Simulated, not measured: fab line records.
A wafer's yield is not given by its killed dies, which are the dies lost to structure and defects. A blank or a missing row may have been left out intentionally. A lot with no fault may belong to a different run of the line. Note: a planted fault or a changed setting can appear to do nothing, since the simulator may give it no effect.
Matching of chambers | flow n5_finfet | pecvd-01 running N5_FIN_SAQP_HM_DEP_72: 3 sister chambers
The step deposits SiO2 from SiH4/N2O, target thk 12 nm, time 7.2 s. 3 wafers are shown with their chamber, then 7 later ones without.

WAFERS PAIRED WITH THEIR CHAMBERS
wafer  | chamber | showerhead_plenum_p_Torr (Torr)
L086.4 | 1       | 8.16
L089.4 | 2       | 8.25
L089.5 | 0       | 8.51

WAFERS MISSING THEIR CHAMBER
wafer  | showerhead_plenum_p_Torr (Torr)
L089.6 | 8.16
L095.1 | 8.17
L095.5 | 8.23
L095.6 | 8.16
L096.1 | 8.15
L096.2 | 8.23
L096.6 | 8.24

WHICH CHAMBER EACH ONE RAN IN
wafer  | from the rows above | in truth
L089.6 | 1                   | 1
L095.1 | 1                   | 1
L095.5 | 2                   | 2
L095.6 | 1                   | 1
L096.1 | 1                   | 1
L096.2 | 2                   | 2
L096.6 | 2                   | 2
Correct placement for 7 of the 7. Can't be placed from these rows: 0. 0 placed wrongly.
How it was worked out, from the rows above alone: a wafer's distance from a chamber is the root of the sum, over the readings, of the square of ((its reading less the chamber's mean) divided by the reading's scatter). The wafer belongs to the nearest chamber; if the next one is less than 2 further off, it can't be placed. Each chamber's mean is taken over the wafers shown for it. The scatter (one wafer shown for each chamber): square how far every hidden wafer sits from the nearest shown wafer, average those squares and take the square root.
